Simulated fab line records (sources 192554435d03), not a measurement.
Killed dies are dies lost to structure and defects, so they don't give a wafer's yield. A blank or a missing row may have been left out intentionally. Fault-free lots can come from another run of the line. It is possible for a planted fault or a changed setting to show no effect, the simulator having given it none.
Chamber matching / flow n5_finfet / rie_diel-02 running N5_MOL_CONTACT_COAG_DESCUM_45: 4 sister chambers
The step chemistry O2, time 7 s. 7 wafers are shown with their chamber, then 8 later ones without.

## EACH WAFER AND ITS CHAMBER
wafer=L077.1; chamber=0; throttle_valve_pct (%)=20.39; drypump_motor_current_A (A)=5.0
wafer=L079.3; chamber=2; throttle_valve_pct (%)=20.42; drypump_motor_current_A (A)=6.2
wafer=L079.6; chamber=3; throttle_valve_pct (%)=20.54; drypump_motor_current_A (A)=5.9
wafer=L084.2; chamber=3; throttle_valve_pct (%)=20.57; drypump_motor_current_A (A)=5.9
wafer=L084.3; chamber=1; throttle_valve_pct (%)=19.91; drypump_motor_current_A (A)=5.5
wafer=L084.6; chamber=1; throttle_valve_pct (%)=19.88; drypump_motor_current_A (A)=5.5
wafer=L090.2; chamber=2; throttle_valve_pct (%)=20.47; drypump_motor_current_A (A)=6.3

## WAFERS WITHOUT THEIR CHAMBER
wafer=L090.3; throttle_valve_pct (%)=20.39; drypump_motor_current_A (A)=5.0
wafer=L090.5; throttle_valve_pct (%)=20.41; drypump_motor_current_A (A)=5.1
wafer=L091.2; throttle_valve_pct (%)=20.60; drypump_motor_current_A (A)=6.0
wafer=L091.3; throttle_valve_pct (%)=20.41; drypump_motor_current_A (A)=5.0
wafer=L091.6; throttle_valve_pct (%)=20.40; drypump_motor_current_A (A)=5.0
wafer=L097.3; throttle_valve_pct (%)=20.59; drypump_motor_current_A (A)=5.9
wafer=L097.5; throttle_valve_pct (%)=20.60; drypump_motor_current_A (A)=5.9
wafer=L097.6; throttle_valve_pct (%)=20.42; drypump_motor_current_A (A)=5.1

## WHICH CHAMBER EACH ONE RAN IN
wafer=L090.3; from the rows above=0; in truth=0
wafer=L090.5; from the rows above=0; in truth=0
wafer=L091.2; from the rows above=3; in truth=3
wafer=L091.3; from the rows above=0; in truth=0
wafer=L091.6; from the rows above=0; in truth=0
wafer=L097.3; from the rows above=3; in truth=3
wafer=L097.5; from the rows above=3; in truth=3
wafer=L097.6; from the rows above=0; in truth=0
8 of 8 placed correctly. Can't be placed from these rows: 0. Number placed wrongly: 0.
How it was worked out, from the rows above alone: a wafer's distance from a chamber is the root of the sum, over the readings, of the square of ((its reading less the chamber's mean) divided by the reading's scatter). The wafer belongs to the nearest chamber; if the next one is less than 2 further off, it can't be placed. The mean given for a chamber averages the wafers shown for that chamber. The scatter: the root of (the sum of the squares of (reading less its chamber's mean) over the shown wafers, divided by (wafers less chambers)).
